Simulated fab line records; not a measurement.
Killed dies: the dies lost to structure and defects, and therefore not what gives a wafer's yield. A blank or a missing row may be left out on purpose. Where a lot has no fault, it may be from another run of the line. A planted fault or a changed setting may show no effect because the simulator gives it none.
fab line records	flow nandHarc
record lots=13	wafers=39	lastDay=24
route steps=1159 shown A_CONTACT@942 A_BLC@969
lots that met no fault: from a run of the same line without faults
startH: hours from the record's opening day to when the first of the lot's shown wafers began	waitH: hours since the lot's step before	" unchanged from the row above	L1.1+2: a single row standing in for several wafers	- value missing, or start not given	* or withheld: withheld	< > ~ a bound
route shown NAME@n: NAME is a module with steps in the file, n the number in the route of the first one	usual: mean and standard deviation over wafers with no fault	same: alike in all rows	chamber/n: place in a boat	sites: readings site by site	_std_site: standard deviation of those values	_edge_site: inner sites' mean taken away from outer sites' mean	radiusMm: for every site, how far away it sits from the centre of the wafer	mask NAME#n: copy n	behind: the most recent tool/chamber to have shaped the wafer	hold: why the lot went on hold/how many hours it stayed there/how the hold came to an end	device: which transistor (n, p or np) failed to switch	end of line: the same wafers' tests at the end of the route	where a step has no rows: the recipe by itself	killed: the dies lost at the first sort to structure and to defects; this is not the yield of the wafer	map: a wafer's dies, x killed, . not, _ none there
set.NAME: the setting that was run; set.NAME@STEP: the one run at that earlier step	model.NAME: the simulator's own value behind a step, which no gauge read
a sample of lots followed through the steps of the route, with each step as a table and each wafer as a row
services: from which hour (startH, from the record's first day; less than 0 if before it) a tool's chamber was out of use, for how many hours, and why
## steps
# step NHARC_A_CONTACT_ETCH_31
# recipe targetDepthA=20000	overEtchFrac=0.3	timeS=520	ionEnergyEv=150	o2FlowSccm=400	cosFlowSccm=20	arFlowSccm=0	rfW=500	biasW=300	chemistry=O2/COS
# usual chamberPressureMTorr=20.001/0.017	cosFlowSccm=20.01/0.056	drypumpMotorCurrentA=5.7/0.56	oesProductAu=0.998/0.0078	rfVppV=314.5/2.1	showerheadPlenumPTorr=3.14/0.13	throttleValvePct=28.330/0.0085
lot.wafer	tool	chamber	startH	waitH	chamberPressureMTorr	cosFlowSccm	drypumpMotorCurrentA	oesProductAu	rfHoursCounterH	rfVppV	showerheadPlenumPTorr	throttleValvePct
L183.1	rieDiel-06	2	-	-	20.013	20.11	5.0	0.998	27	316.1	3.26	28.316
L183.5	"	2	"	"	20.011	20.04	5.0	1.003	-	315.0	3.26	28.339
L183.6	"	3	"	"	20.020	19.99	6.6	0.997	-	316.4	3.26	28.341
L186.1	rieDiel-13	3	-	-	20.049	19.99	6.4	0.999	45	315.2	3.21	28.340
L186.6	"	1	"	"	20.025	20.07	6.3	0.983	-	312.9	3.03	28.322
L186.5	"	2	"	"	20.003	20.09	5.8	1.003	-	314.0	3.13	28.328
L184.4	rieDiel-06	2	-	-	19.965	20.08	5.1	1.001	30	316.8	3.26	28.322
L184.2	"	3	"	"	20.042	19.97	6.6	0.997	31	316.3	3.26	28.325
L184.1	"	1	"	"	20.028	19.94	5.5	0.991	29	311.5	2.91	28.331
L187.2	rieDiel-05	2	-	-	19.990	19.95	5.6	1.004	16	315.7	3.12	28.339
L187.1	"	0	"	"	19.994	19.96	6.1	1.005	18	316.7	3.30	28.323
L187.6	"	3	"	"	20.001	20.02	6.3	0.999	-	314.0	3.13	28.339
L185.4	rieDiel-06	2	-	-	20.003	20.00	5.0	1.001	31	317.1	3.26	28.325
L185.2	"	3	"	"	19.991	19.95	6.6	0.986	32	315.4	3.26	28.317
L185.6	"	3	"	"	19.990	19.98	6.7	0.991	-	315.5	3.26	28.336
L191.3	rieDiel-06	2	-	-	19.968	20.11	5.0	1.003	2	316.7	3.26	28.338
L191.1	"	3	"	"	19.989	19.97	6.6	0.989	2	316.6	3.26	28.330
L191.6	"	1	"	"	19.992	19.98	5.4	0.991	-	309.9	2.91	28.338
L190.1	rieDiel-06	2	-	-	20.006	19.98	5.0	1.001	2	315.8	3.26	28.334
L190.6	"	0	"	"	19.997	19.98	5.3	1.009	-	313.3	3.07	28.320
L190.5	"	1	"	"	19.989	20.00	5.5	0.994	-	311.3	2.91	28.328
L195.2	rieDiel-13	0	-	-	20.006	19.94	5.9	0.991	61	316.2	3.34	28.334
L195.6	"	3	"	"	19.987	20.03	6.3	1.002	-	314.8	3.20	28.323
L195.5	"	0	"	"	20.015	19.94	5.9	1.001	-	315.8	3.34	28.325
L200.3	rieDiel-13	0	-	-	20.017	20.01	5.9	0.980	7	318.1	3.34	28.334
L200.1	"	1	"	"	20.011	19.98	6.3	0.990	7	312.1	3.01	28.333
L200.6	"	0	"	"	20.037	20.05	5.9	0.978	-	317.6	3.34	28.338
L204.1	rieDiel-06	3	-	-	20.006	19.92	6.6	1.002	12	317.4	3.25	28.331
L204.5	"	2	"	"	20.013	19.99	5.0	1.005	-	317.0	3.25	28.313
L204.6	"	3	"	"	20.006	20.07	6.7	1.009	-	317.9	3.25	28.327
L201.1	rieDiel-05	3	-	-	19.993	20.05	6.2	0.986	63	315.5	3.11	28.347
L201.6	"	2	"	"	19.955	20.05	5.6	1.004	-	314.8	3.09	28.305
L201.5	"	3	"	"	19.993	20.01	6.2	0.983	-	313.5	3.11	28.322
L206.3	rieDiel-06	0	-	-	20.017	19.92	5.3	0.998	18	313.4	3.07	28.337
L206.6	"	1	"	"	19.992	19.99	5.4	1.000	-	311.5	2.90	28.330
L206.5	"	2	"	"	20.005	20.06	5.0	1.010	-	316.4	3.25	28.318
L205.3	rieDiel-06	2	-	-	19.967	20.05	5.0	0.992	20	316.8	3.25	28.323
L205.4	"	1	"	"	20.004	19.99	5.5	0.991	19	309.8	2.90	28.324
L205.6	"	3	"	"	19.994	19.96	6.6	1.003	-	316.0	3.25	28.336
# step NHARC_A_CONTACT_ALD_18
# recipe targetThkA=30	pulseTimeS=1	aldCycles=150	tempC=450	material=TiN
# usual heaterPowerW=1079/110	precursorPulseHeightRel=0.997/0.019
lot.wafer	tool	chamber	startH	waitH	heaterPowerW	precursorPulseHeightRel
L183.1	aldMetal-03	0	380.66	-	1053	0.979
L183.6	"	3	"	"	1112	1.001
L183.5	"	0	"	"	1036	0.989
L186.1	aldMetal-04	3	394.33	-	1252	1.031
L186.6	"	3	"	"	1217	0.994
L186.5	"	0	"	"	1115	1.003
L184.1	aldMetal-03	2	394.60	-	925	0.985
L184.2	"	3	"	"	1121	0.993
L184.4	"	1	"	"	932	0.970
L187.2	aldMetal-04	0	397.40	-	1133	0.998
L187.1	"	2	"	"	953	0.994
L187.6	"	0	"	"	1101	0.973
L185.2	aldMetal-04	0	399.29	-	1103	0.988
L185.4	"	3	"	"	1226	0.995
L185.6	"	0	"	"	1115	0.989
L191.1	aldMetal-02	3	436.88	-	1178	0.976
L191.3	"	0	"	"	1129	1.033
L191.6	"	3	"	"	1217	1.019
L190.1	aldMetal-03	3	440.12	-	1123	0.977
L190.5	"	1	"	"	934	0.976
L190.6	"	2	"	"	913	0.983
L195.2	aldMetal-03	3	450.57	-	1161	1.007
L195.5	"	3	"	"	1113	1.014
L195.6	"	0	"	"	1051	1.027
L200.3	aldMetal-04	2	485.86	-	935	1.008
L200.1	"	0	"	"	1090	1.019
L200.6	"	2	"	"	946	0.960
L204.1	aldMetal-03	2	497.66	-	942	1.026
L204.6	"	0	"	"	1029	1.023
L204.5	"	1	"	"	960	1.011
L201.1	aldMetal-03	3	514.62	-	1062	0.994
L201.6	"	2	"	"	994	1.003
L201.5	"	3	"	"	1074	1.004
L206.3	aldMetal-04	3	518.98	-	1213	0.991
L206.5	"	1	"	"	1225	0.975
L206.6	"	2	"	"	953	0.963
L205.3	aldMetal-03	2	523.27	-	985	0.983
L205.4	"	3	"	"	1108	1.003
L205.6	"	1	"	"	936	0.983
# step NHARC_A_CONTACT_INSPECT_23
# usual rawDefectCount=447/150
lot.wafer	tool	chamber	startH	waitH	rawDefectCount
L183.1	defectInspect-02	-	388.65	0.1	716
L183.5	"	-	"	"	660
L183.6	"	-	"	"	577
L186.1	defectInspect-02	-	395.84	0.1	381
L186.5	"	-	"	"	260
L186.6	"	-	"	"	384
L184.1	defectInspect-01	-	396.09	0.1	440
L184.2	"	-	"	"	350
L184.4	"	-	"	"	512
L187.1	defectInspect-01	-	398.88	0.1	380
L187.2	"	-	"	"	306
L187.6	"	-	"	"	477
L185.2	defectInspect-02	-	403.00	0.1	554
L185.4	"	-	"	"	521
L185.6	"	-	"	"	642
L191.1	defectInspect-02	-	438.46	0.1	820
L191.3	"	-	"	"	796
L191.6	"	-	"	"	690
L190.1	defectInspect-01	-	441.57	0.1	573
L190.5	"	-	"	"	478
L190.6	"	-	"	"	737
L195.2	defectInspect-01	-	456.00	0.1	354
L195.5	"	-	"	"	268
L195.6	"	-	"	"	218
L200.1	defectInspect-01	-	488.42	0.1	462
L200.3	"	-	"	"	504
L200.6	"	-	"	"	478
L204.1	defectInspect-01	-	503.54	0.1	307
L204.5	"	-	"	"	377
L204.6	"	-	"	"	423
L201.1	defectInspect-01	-	516.16	0.1	283
L201.5	"	-	"	"	378
L201.6	"	-	"	"	285
L206.3	defectInspect-02	-	520.44	0.1	425
L206.5	"	-	"	"	280
L206.6	"	-	"	"	290
L205.3	defectInspect-01	-	526.09	0.1	435
L205.4	"	-	"	"	431
L205.6	"	-	"	"	420
# step NHARC_A_BLC_SOFTBAKE_05
# recipe tempC=105	timeS=55
# usual heaterPowerTotalW=188.46/0.13
lot.wafer	tool	chamber	startH	waitH	heaterPowerTotalW
L183.1	lithoTrack-06	0	388	-	188.59
L183.5	"	0	"	"	188.34
L183.6	"	0	"	"	188.41
L186.1	lithoTrack-04	0	395	-	188.32
L186.5	"	0	"	"	188.41
L186.6	"	0	"	"	188.64
L184.1	lithoTrack-01	0	396	-	188.33
L184.2	"	0	"	"	188.41
L184.4	"	0	"	"	188.42
L187.1	lithoTrack-06	0	398	-	188.31
L187.2	"	0	"	"	188.55
L187.6	"	0	"	"	188.52
L185.2	lithoTrack-06	0	403	-	188.73
L185.4	"	0	"	"	188.35
L185.6	"	0	"	"	188.38
L191.1	lithoTrack-06	0	438	-	207.89
L191.3	"	0	"	"	207.84
L191.6	"	0	"	"	207.81
L190.1	lithoTrack-06	0	441	-	208.04
L190.5	"	0	"	"	207.87
L190.6	"	0	"	"	208.32
L195.2	lithoTrack-01	0	456	-	188.49
L195.5	"	0	"	"	188.42
L195.6	"	0	"	"	188.37
L200.1	lithoTrack-04	0	488	-	188.45
L200.3	"	0	"	"	188.45
L200.6	"	0	"	"	188.35
L204.1	lithoTrack-04	0	503	-	188.41
L204.5	"	0	"	"	188.33
L204.6	"	0	"	"	188.54
L201.1	lithoTrack-06	0	516	-	188.41
L201.5	"	0	"	"	188.27
L201.6	"	0	"	"	188.33
L206.3	lithoTrack-06	0	520	-	188.39
L206.5	"	0	"	"	188.49
L206.6	"	0	"	"	188.33
L205.3	lithoTrack-06	0	526	-	188.48
L205.4	"	0	"	"	188.41
L205.6	"	0	"	"	188.33
## services
tool	chamber	startH	hours	kind
aldMetal-02	-	364.00	10.0	pm
rieDiel-06	0	372.72	-	clean
rieDiel-06	1	372.72	-	clean
rieDiel-06	2	372.72	-	clean
rieDiel-06	3	372.72	-	clean
rieDiel-05	2	373.55	2.0	repair
aldMetal-04	-	374.75	0.5	repair
rieDiel-06	0	397.37	-	clean
rieDiel-06	1	397.37	-	clean
aldMetal-04	-	406.00	10.0	pm
aldMetal-02	1	415.49	25.4	repair
rieDiel-06	-	418.20	9.0	pm
lithoTrack-01	-	443.00	7.0	pm
aldMetal-03	2	445.00	52.5	repair
rieDiel-13	-	453.14	9.0	pm
aldMetal-03	0	463.48	30.2	repair
lithoTrack-06	-	467.00	7.0	pm
rieDiel-06	3	475.93	7.0	repair
rieDiel-05	2	479.22	14.6	repair
aldMetal-04	-	490.29	2.2	repair
lithoTrack-04	-	491.00	7.0	pm
aldMetal-03	-	500.00	10.0	pm
aldMetal-02	0	515.43	13.2	repair
aldMetal-03	0	520.89	25.3	repair
## key
firstSign step=NHARC_A_BLC_SOFTBAKE_05	reading=heaterPowerTotalW	direction=up	sigmas=99+	usual=*	struck=*
effect none on later readings
metAt NHARC_A_BLC_SOFTBAKE_05
struckLots L190,L191
testerLeftOut L190,L191
notActingAt NHARC_A_CONTACT_ETCH_31,NHARC_A_CONTACT_ALD_18,NHARC_A_CONTACT_INSPECT_23
onsetBetween 403 438
fault kind=processParameterDrift	tool=lithoTrack-06	chamber=-	onsetH=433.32	steps=NHARC_A_BLC_SOFTBAKE_05	channel=timeS	offset=*	shape=step	endH=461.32	actsIn=*	stated=*
# testerLeftOut: of these lots the tester's yield and bins aren't shown, on N5 and GAA mostly nor the transistor test; their killed dies are dies lost to structure and defects alone, not to doping, threshold or leakage, so they don't give the yield
